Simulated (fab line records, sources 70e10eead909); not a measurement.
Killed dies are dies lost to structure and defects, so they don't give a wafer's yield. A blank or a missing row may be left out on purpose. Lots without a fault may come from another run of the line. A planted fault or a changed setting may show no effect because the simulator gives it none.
Chamber matching | flow nand_harc | NHARC_A_STAIRCASE_DESCUM_11 on rie_diel-04: 4 sister chambers
The step chemistry O2, time 3 s. 4 wafers are shown with their chamber, then 9 later ones without.

WAFERS WITH THEIR CHAMBER
wafer  | chamber | drypump_motor_current_A (A)
L089.5 | 0       | 6.0
L091.1 | 2       | 5.2
L091.4 | 1       | 5.5
L091.5 | 3       | 5.3

WAFERS WITHOUT THEIR CHAMBER
wafer  | drypump_motor_current_A (A)
L093.2 | 5.5
L093.4 | 5.4
L093.5 | 6.0
L094.4 | 5.5
L094.5 | 5.2
L094.6 | 5.5
L096.4 | 5.4
L096.5 | 5.1
L096.6 | 5.5

WHICH CHAMBER EACH WENT THROUGH
wafer  | from the rows above          | in truth
L093.2 | 1                            | 1
L093.4 | can't be placed: 1 or 3 or 2 | 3
L093.5 | 0                            | 0
L094.4 | 1                            | 1
L094.5 | can't be placed: 2 or 3      | 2
L094.6 | 1                            | 1
L096.4 | can't be placed: 1 or 3 or 2 | 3
L096.5 | can't be placed: 2 or 3      | 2
L096.6 | 1                            | 1
Placed correctly: 5 of 9. Can't be placed from these rows: 4 (the true chamber is among the candidates in 4). Placed wrongly: 0.
How it was worked out, from the rows above alone: a wafer's distance from a chamber is the root of the sum, over the readings, of the square of ((its reading less the chamber's mean) divided by the reading's scatter). The wafer belongs to the nearest chamber; if the next one is less than 2 further off, it can't be placed. A chamber's mean is the mean of its shown wafers. The scatter: with one shown wafer a chamber, the root of the mean of the squares of how far each hidden wafer lies from its nearest shown one.
